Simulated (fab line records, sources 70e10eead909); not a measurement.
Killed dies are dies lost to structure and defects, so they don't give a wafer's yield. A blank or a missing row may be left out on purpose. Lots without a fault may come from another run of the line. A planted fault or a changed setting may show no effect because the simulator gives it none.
fab line records | flow nand_harc
record lots=6 wafers=18 last_day=24
route steps=1159 shown A_WL_FILL@816 END@1159
lots that met no fault: from a run of the same line without faults
start_h: hours from the record's first day to the start of the lot's first wafer shown | wait_h: hours since the lot's step before | " the same as in the row above | L1.1+2: a row that stands for several wafers | - no value, or no start given | * or withheld: withheld | < > ~ a bound
route shown NAME@n: a module of which the file shows steps, and the number in the route of the first | usual: mean/standard deviation of fault-free wafers | same: alike in all rows | chamber/n: place in a boat | sites: the reading at each site | _std_site: their standard deviation | _edge_site: outer sites' mean less inner sites' | radius_mm: how far each site lies from the wafer's centre | mask NAME#n: copy n | behind: the tool/chamber that last shaped the wafer | hold: why the lot was held/for how many hours/how that ended | device: the transistor (n, p or np) that didn't switch | end of line: the same wafers' tests at the end of the route | a step without rows: its recipe alone | killed: dies lost to structure and defects at the first sort, not the wafer's yield | map: a wafer's dies, x killed, . not, _ none there
set.NAME: the setting as run; set.NAME@STEP: as run at that earlier step | model.NAME: the simulator's own value behind a step, which no gauge read
lots at some steps of the route; a table a step, a row a wafer
services: from which hour (start_h, from the record's first day; less than 0 if before it) a tool's chamber was out of use, for how many hours, and why
## steps
# step NHARC_A_WL_FILL_STRIP_27
# recipe power_w=1500 temp_c=250 time_s=20 chemistry=N2/H2
# usual drypump_motor_current_A=5.8/0.4 heater_power_w=303/7.3 rf_refl_power_W=18.7/1.7
# columns lot.wafer tool chamber start_h wait_h drypump_motor_current_A heater_power_w rf_hours_counter_h rf_refl_power_W
L597.2 plasma_asher-01 1 365.98 0.9 5.5 307 25 15.8
L597.3 " 1 " " 5.5 307 - 15.9
L597.5 " 0 " " 5.9 298 - 16.2
L599.4 plasma_asher-01 0 383.09 0.1 5.9 294 - -
L599.3 " 1 " " 5.5 313 - -
L599.6 " 0 " " 5.9 286 - -
L604.3 plasma_asher-01 1 425.88 0.2 5.5 316 - -
L604.4 " 0 " " 5.9 292 - -
L604.5 " 1 " " 5.5 306 - -
L610.3 plasma_asher-02 1 439.97 0.2 5.3 302 - 19.1
L610.4 " 0 " " 6.3 305 - 20.2
L610.5 " 0 " " 6.3 296 - 20.1
L612.1 plasma_asher-02 1 463.53 0.2 5.3 301 35 18.7
L612.3 " 0 " " 6.3 301 - 19.7
L612.6 " 1 " " 5.3 304 - 18.7
L611.2 plasma_asher-02 0 466.30 0.1 6.3 290 36 20.6
L611.4 " 1 " " 5.3 305 - 18.6
L611.5 " 0 " " 6.3 305 - 20.3
# step NHARC_A_WL_FILL_STRIP_28
# recipe time_s=1200 temp_c=72.5 chemistry=post_etch_residue_remover
# step NHARC_A_WL_FILL_PRECLEAN_06
# recipe time_s=300 chemistry=DIW
# step NHARC_A_WL_FILL_SRD_07
# step NHARC_A_WL_FILL_ANNEAL_08
# recipe temp_c=450 time_s=1800
# step NHARC_A_WL_FILL_ALD_10
# recipe target_thk_a=500 pulse_time_s=10 ald_cycles=500 temp_c=300 material=SiO2
# usual heater_power_w=464/33 precursor_pulse_height_rel=1.000/0.02
# columns lot.wafer tool chamber start_h wait_h heater_power_w precursor_pulse_height_rel
L597.3 ald_hk-02 2 373.17 0.0 435 0.982
L597.2 " 3 " " 468 0.985
L597.5 " 3 375.73 2.6 469 0.940
L599.3 ald_hk-02 3 388.54 0.0 469 1.018
L599.4 " 0 " " 531 1.021
L599.6 " 0 391.13 2.6 521 1.018
L604.3 ald_hk-02 0 433.85 1.1 525 0.991
L604.4 " 1 " " 475 0.973
L604.5 " 2 " " 439 0.981
L610.3 ald_hk-04 1 442.86 0.6 444 0.995
L610.4 " 2 " " 487 1.009
L610.5 " 0 444.42 2.1 467 1.030
L612.1 ald_hk-03 1 467.20 1.1 384 1.025
L612.3 " 2 " " 490 0.986
L612.6 " 3 " " 451 0.979
L611.4 ald_hk-02 1 470.98 0.7 469 0.995
L611.2 " 2 " " 433 1.016
L611.5 " 1 473.05 2.7 481 1.001
# step NHARC_A_WL_FILL_ETCHBACK_16
# recipe target_depth_a=880 time_s=17.6 c4f8_flow_sccm=withheld o2_flow_sccm=8 ar_flow_sccm=withheld rf_w=600 bias_w=800 chemistry=C4F8/O2/Ar
# step NHARC_A_WL_FILL_STRIP_29
# recipe time_s=20 o2_flow_sccm=500 ar_flow_sccm=0 bias_w=0 chemistry=O2
# usual drypump_motor_current_A=5.9/0.54 oes_product_au=1.003/0.014 rf_vpp_V=58.0/0.99 showerhead_plenum_p_Torr=3.58/0.15 throttle_valve_pct=17.037/0.0089
# columns lot.wafer tool chamber start_h wait_h drypump_motor_current_A oes_product_au rf_hours_counter_h rf_vpp_V showerhead_plenum_p_Torr throttle_valve_pct
L597.2 rie_diel-10 3 377.90 0.1 5.7 0.994 0.3 56.1 3.66 17.044
L597.3 " 0 " " 6.1 1.001 0.3 59.8 3.74 17.041
L597.5 " 2 " " 6.5 0.986 - 58.6 3.54 17.060
L599.4 rie_diel-11 0 393.29 0.1 6.4 1.026 0.8 58.2 3.55 17.020
L599.3 " 1 " " 5.7 0.995 1.8 58.0 3.55 17.050
L599.6 " 0 " " 6.3 1.019 - 56.7 3.55 17.043
L604.4 rie_diel-06 3 437.55 0.1 5.4 1.017 0.4 59.7 3.72 17.029
L604.3 " 0 " " 6.7 0.965 0.3 58.5 3.49 17.033
L604.5 " 2 " " 6.7 0.999 - 57.9 3.78 17.019
L610.3 rie_diel-06 1 447.11 0.1 5.4 1.027 0.6 57.6 3.33 17.033
L610.4 " 2 " " 6.6 1.010 0.7 59.3 3.78 17.020
L610.5 " 1 " " 5.4 1.035 - 57.1 3.33 17.028
L612.1 rie_diel-11 3 470.90 0.1 5.3 1.008 5.9 57.9 3.74 17.055
L612.3 " 0 " " 6.3 1.022 4.5 58.7 3.55 17.028
L612.6 " 2 " " 5.8 1.012 - 57.4 3.43 17.038
L611.4 rie_diel-11 0 475.22 0.1 6.4 1.005 4.7 58.9 3.55 17.031
L611.2 " 2 " " 5.8 1.009 5.5 57.3 3.43 17.031
L611.5 " 0 " " 6.3 1.020 - 58.5 3.55 17.035
# step NHARC_A_WL_FILL_ETCHBACK_17
# recipe target_depth_a=40 time_s=26.7 chemistry=Cl2/BCl3
# usual drypump_motor_current_A=5.3/0.39 oes_product_au=0.992/0.011
# columns lot.wafer tool chamber start_h wait_h drypump_motor_current_A oes_product_au rf_hours_counter_h
L597.2 rie_metal-02 1 378.00 - 5.0 0.995 4.2
L597.3 " 1 " " 4.9 0.997 -
L597.5 " 1 " " 4.9 0.993 -
L599.4 rie_metal-03 0 393.41 - 5.1 0.995 -
L599.3 " 1 " " 5.6 0.982 -
L599.6 " 0 " " 5.1 0.996 -
L604.3 rie_metal-03 0 437.68 - 5.1 0.988 -
L604.4 " 1 " " 5.6 0.977 -
L604.5 " 0 " " 5.1 0.992 -
L610.3 rie_metal-02 1 447.23 - 5.0 1.004 -
L610.4 " 0 " " 4.8 0.993 -
L610.5 " 0 " " 4.8 1.011 -
L612.1 rie_metal-03 0 470.98 - 5.1 0.970 0.2
L612.3 " 0 " " 5.1 0.976 -
L612.6 " 0 " " 5.1 0.987 -
L611.2 rie_metal-01 1 475.33 - 5.5 0.983 4.4
L611.4 " 1 " " 5.5 0.999 -
L611.5 " 0 " " 6.0 0.984 -
# step NHARC_A_WL_FILL_PRECLEAN_18
# recipe time_s=30 chemistry=dHF
# step NHARC_A_WL_FILL_SRD_21
# step NHARC_A_WL_FILL_CVD_23
# recipe target_thk_a=400 temp_c=620 pressure_mtorr=200 time_s=800 material=poly-Si
# columns lot.wafer tool chamber start_h wait_h
L597.2+3+5 lpcvd_poly-02 0 380.43 2.2
L599.3+4+6 lpcvd_poly-04 0 426.19 32.6
L610.3+4+5 lpcvd_poly-02 0 449.65 2.2
L604.3+4+5 lpcvd_poly-02 0 470.05 32.2
L612.1+3+6 lpcvd_poly-02 0 473.46 2.3
L611.2+4+5 lpcvd_poly-02 0 476.60 1.1
# step NHARC_A_WL_FILL_ETCHBACK_26
# recipe target_depth_a=520 time_s=13.3 hbr_flow_sccm=150 rf_w=350 icp_w=350 bias_w=60 chemistry=HBr
# usual drypump_motor_current_A=5.9/0.45 oes_product_au=1.000/0.013 throttle_valve_pct=23.264/0.0095
# columns lot.wafer tool chamber start_h wait_h drypump_motor_current_A oes_product_au rf_hours_counter_h throttle_valve_pct
L597.3 rie_si-03 1 383.00 0.4 6.2 0.994 0.4 23.256
L597.2 " 3 " " 6.0 1.011 0.2 23.277
L597.5 " 2 " " 5.8 1.001 - 23.268
L599.3 rie_si-03 3 428.75 0.4 6.0 1.010 0.3 23.251
L599.4 " 2 " " 5.8 0.994 0.5 23.251
L599.6 " 0 " " 4.9 1.005 - 23.272
L610.4 rie_si-02 3 452.22 0.4 5.6 1.008 0.5 23.270
L610.3 " 2 " " 6.4 1.020 0.6 23.276
L610.5 " 3 " " 5.5 1.008 - 23.255
L604.4 rie_si-02 2 472.68 0.4 6.4 1.011 0.5 23.276
L604.3 " 1 " " 6.0 1.015 0.4 23.260
L604.5 " 2 " " 6.5 1.015 - 23.265
L612.3 rie_si-02 0 476.01 0.4 5.2 1.013 0.6 23.256
L612.1 " 2 " " 6.4 1.016 0.7 23.247
L612.6 " 0 " " 5.2 1.011 - 23.246
L611.4 rie_si-05 3 479.19 0.4 6.4 0.981 0.4 23.278
L611.2 " 0 " " 5.9 0.996 0.5 23.259
L611.5 " 0 " " 5.9 0.995 - 23.271
# step NHARC_END_SORT_01
# recipe temp_c=25
# usual killed_at_array=26/9.1 killed_at_other=0.7/0.9 killed_at_periphery=3.6/2.8 killed_dies=30/9.2 killed_open=3.0/1.9 killed_short=2.0/1.4
# same gross_dies=677
# columns lot.wafer tool chamber start_h wait_h killed_at_array killed_at_other killed_at_periphery killed_dies killed_open killed_short
L597.2 prober-02 0 463.92 2.8 15 1 4 20 5 2
L597.3 prober-02 0 464.72 3.1 28 0 7 35 12 3
L597.5 prober-02 0 466.33 3.7 20 0 1 21 2 3
L599.3 prober-02 0 513.33 3.1 21 1 4 26 1 2
L599.4 prober-02 0 514.13 3.4 30 3 3 36 2 0
L599.6 prober-02 0 515.74 4.0 23 2 3 28 4 2
L604.3 prober-01 0 557.69 3.1 15 0 3 18 4 1
L604.4 prober-01 0 558.49 3.4 14 0 5 19 0 2
L604.5 prober-01 0 559.30 3.7 14 1 4 19 4 3
L610.3 prober-02 0 563.24 3.1 23 2 3 28 4 2
L610.4 prober-02 0 564.04 3.4 23 1 1 25 1 4
L610.5 prober-02 0 564.84 3.7 24 0 4 28 1 1
L612.1 prober-02 0 569.45 2.5 39 0 2 41 1 0
L612.3 prober-02 0 571.05 3.1 35 0 2 37 2 3
L612.6 prober-02 0 573.45 4.0 31 0 3 34 2 3
L611.2 prober-01 0 578.31 2.8 51 0 0 51 4 3
L611.4 prober-01 0 579.89 3.4 42 0 1 43 2 0
L611.5 prober-01 0 580.68 3.7 50 1 2 53 4 2
# killed by level:class
L597.2 A_CHANNEL_HOLE_D1:chamber_film_flake=4 A_STAIRCASE:chamber_film_flake=3 P_STI:chamber_film_flake=2 P_CONTACT:geometric_particle:open=1 P_M0:geometric_particle:short=1 A_ONON_D1:geometric_particle:open=1 A_SLIT:geometric_particle:open=1 A_WL_FILL:geometric_particle:open=1
L597.3 A_STAIRCASE:chamber_film_flake=8 A_CHANNEL_HOLE_D1:chamber_film_flake=5 A_CONTACT:geometric_particle:open=4 P_M0:geometric_particle:open=3 A_M0:geometric_particle:open=3 A_CHANNEL_FILL_D1:chamber_film_flake=3 A_CONTACT:chamber_film_flake=2 P_CONTACT:geometric_particle:open=1
L597.5 A_STAIRCASE:chamber_film_flake=5 A_CHANNEL_HOLE_D1:chamber_film_flake=4 A_M0:geometric_particle:short=2 A_CHANNEL_FILL_D1:chamber_film_flake=2 A_CONTACT:chamber_film_flake=2 A_WL_FILL:geometric_particle:open=1 A_CONTACT:geometric_particle:open=1 A_CONTACT:geometric_particle:short=1
L599.3 A_CHANNEL_HOLE_D1:chamber_film_flake=11 A_STAIRCASE:chamber_film_flake=5 P_STI:chamber_film_flake=2 A_ZERO_WELL:chamber_film_flake=2 P_CONTACT:geometric_particle:short=1 A_SOURCE_PLATE:geometric_particle:open=1 A_ONON_D1:geometric_particle:short=1 P_GATE:chamber_film_flake=1
L599.4 A_CHANNEL_HOLE_D1:chamber_film_flake=15 A_STAIRCASE:chamber_film_flake=7 A_ZERO_WELL:chamber_film_flake=3 THIN_TSV:chamber_film_flake=3 P_STI:chamber_film_flake=2 A_ONON_D1:geometric_particle:open=1 A_BLC:geometric_particle:open=1 P_GATE:chamber_film_flake=1
L599.6 A_CHANNEL_HOLE_D1:chamber_film_flake=11 A_STAIRCASE:chamber_film_flake=5 A_M0:geometric_particle:open=2 P_STI:chamber_film_flake=2 A_CONTACT:chamber_film_flake=2 THIN_TSV:chamber_film_flake=2 P_M0:geometric_particle:open=1 A_ONON_D1:geometric_particle:short=1
L604.3 A_CHANNEL_HOLE_D1:chamber_film_flake=5 A_CONTACT:chamber_film_flake=4 P_M1:chamber_film_flake=2 P_CONTACT:geometric_particle:open=1 A_CHANNEL_FILL_D1:geometric_particle:short=1 A_SGD_CUT:geometric_particle:open=1 A_CONTACT:geometric_particle:open=1 A_BLC:geometric_particle:open=1
L604.4 A_CHANNEL_HOLE_D1:chamber_film_flake=6 P_M1:chamber_film_flake=5 A_CONTACT:chamber_film_flake=3 A_ONON_D1:geometric_particle:short=1 A_CHANNEL_HOLE_D1:geometric_particle:short=1 A_ZERO_WELL:chamber_film_flake=1 A_SLIT:chamber_film_flake=1 A_WL_FILL:chamber_film_flake=1
L604.5 A_CHANNEL_HOLE_D1:chamber_film_flake=5 P_M1:chamber_film_flake=3 A_BLC:geometric_particle:open=2 A_CONTACT:chamber_film_flake=2 P_GATE:geometric_particle:short=1 A_SOURCE_PLATE:geometric_particle:open=1 A_CHANNEL_HOLE_D1:geometric_particle:short=1 A_WL_FILL:geometric_particle:short=1
L610.3 A_CHANNEL_HOLE_D1:chamber_film_flake=18 A_CONTACT:geometric_particle:open=2 THIN_TSV:chamber_film_flake=2 P_CONTACT:geometric_particle:short=1 P_M0:geometric_particle:open=1 P_M1:geometric_particle:short=1 A_STAIRCASE:geometric_particle:open=1 A_STAIRCASE:chamber_film_flake=1
L610.4 A_CHANNEL_HOLE_D1:chamber_film_flake=15 A_ONON_D1:geometric_particle:short=1 A_CHANNEL_HOLE_D1:geometric_particle:short=1 A_WL_FILL:geometric_particle:short=1 A_BLC:geometric_particle:short=1 A_BLC:geometric_particle:open=1 P_BONDPAD:chamber_film_flake=1 A_SLIT:chamber_film_flake=1
L610.5 A_CHANNEL_HOLE_D1:chamber_film_flake=18 P_GATE:chamber_film_flake=2 A_CONTACT:chamber_film_flake=2 P_CONTACT:geometric_particle:short=1 A_CONTACT:geometric_particle:open=1 P_CONTACT:chamber_film_flake=1 A_CHANNEL_FILL_D1:chamber_film_flake=1 A_SGD_CUT:chamber_film_flake=1
L612.1 A_CHANNEL_HOLE_D1:chamber_film_flake=23 A_CONTACT:chamber_film_flake=8 A_WL_FILL:chamber_film_flake=5 A_SLIT:chamber_film_flake=2 A_M1:geometric_particle:open=1 P_STI:chamber_film_flake=1 P_BONDPAD:chamber_film_flake=1
L612.3 A_CHANNEL_HOLE_D1:chamber_film_flake=21 A_SLIT:chamber_film_flake=5 A_CONTACT:chamber_film_flake=3 A_WL_FILL:chamber_film_flake=2 P_M0:geometric_particle:short=1 A_ONON_D1:geometric_particle:short=1 A_CHANNEL_HOLE_D1:geometric_particle:open=1 A_BLC:geometric_particle:short=1
L612.6 A_CHANNEL_HOLE_D1:chamber_film_flake=18 A_WL_FILL:chamber_film_flake=4 A_CONTACT:chamber_film_flake=4 P_M0:geometric_particle:open=1 P_M0:geometric_particle:short=1 P_BONDPAD:geometric_particle:open=1 A_CHANNEL_FILL_D1:geometric_particle:short=1 A_WL_FILL:geometric_particle:short=1
L611.2 A_CHANNEL_HOLE_D1:chamber_film_flake=18 A_SLIT:chamber_film_flake=17 A_CONTACT:chamber_film_flake=6 A_ZERO_WELL:chamber_film_flake=3 A_CONTACT:geometric_particle:open=2 A_ONON_D1:geometric_particle:short=1 A_WL_FILL:geometric_particle:short=1 A_WL_FILL:geometric_particle:open=1
L611.4 A_CHANNEL_HOLE_D1:chamber_film_flake=21 A_SLIT:chamber_film_flake=12 A_CONTACT:chamber_film_flake=6 P_CONTACT:geometric_particle:open=1 A_CONTACT:geometric_particle:open=1 A_ZERO_WELL:chamber_film_flake=1 A_CHANNEL_FILL_D1:chamber_film_flake=1
L611.5 A_CHANNEL_HOLE_D1:chamber_film_flake=24 A_SLIT:chamber_film_flake=14 A_CONTACT:chamber_film_flake=7 P_M0:geometric_particle:open=1 P_M1:geometric_particle:open=1 A_SGD_CUT:geometric_particle:open=1 A_M1:geometric_particle:open=1 A_M1:geometric_particle:short=1
## services
# columns tool chamber start_h hours kind
rie_diel-10 - 353.50 9.0 pm
plasma_asher-02 - 360.00 9.0 pm
ald_hk-04 - 365.18 10.0 pm
rie_diel-11 - 366.50 9.0 pm
rie_diel-11 0 378.64 8.6 repair
rie_metal-02 - 388.00 9.0 pm
rie_si-02 - 388.00 9.0 pm
rie_si-05 - 390.93 0.5 repair
rie_si-02 - 397.67 0.1 repair
rie_metal-01 1 401.92 3.8 repair
rie_diel-11 1 402.58 2.2 repair
rie_metal-02 - 409.06 0.7 repair
rie_si-05 - 416.00 9.0 pm
rie_diel-06 - 418.20 9.0 pm
ald_hk-03 - 451.44 0.6 repair
rie_metal-03 - 453.04 9.0 pm
rie_si-03 1 454.76 7.0 repair
ald_hk-02 - 458.40 10.0 pm
ald_hk-02 0 458.40 10.0 vent_cycle
ald_hk-02 1 458.40 10.0 vent_cycle
ald_hk-02 2 458.40 10.0 vent_cycle
ald_hk-02 3 458.40 10.0 vent_cycle
plasma_asher-01 - 461.71 9.0 pm
rie_si-05 3 470.52 3.3 repair
## key
first_sign step=NHARC_A_WL_FILL_CVD_23 reading=wait_h direction=changed
effect none on later readings
met_at NHARC_A_WL_FILL_CVD_23
struck_wafers L599.3,L599.4,L599.6,L604.3,L604.4,L604.5
tester_left_out L599,L604
earlier_fault kind=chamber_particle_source tool=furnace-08 chamber=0 onset_h=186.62 steps=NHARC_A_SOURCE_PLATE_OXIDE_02 rate_per_visit_cm2=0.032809 end_h=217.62
fault kind=queue_time_violation tool=lpcvd_poly-02,lpcvd_poly-04 chamber=0 onset_h=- steps=NHARC_A_WL_FILL_CVD_23 delay_hr=30 scope=struck_lots_only
# tester_left_out: of these lots the tester's yield and bins aren't shown, on N5 and GAA mostly nor the transistor test; their killed dies are dies lost to structure and defects alone, not to doping, threshold or leakage, so they don't give the yield
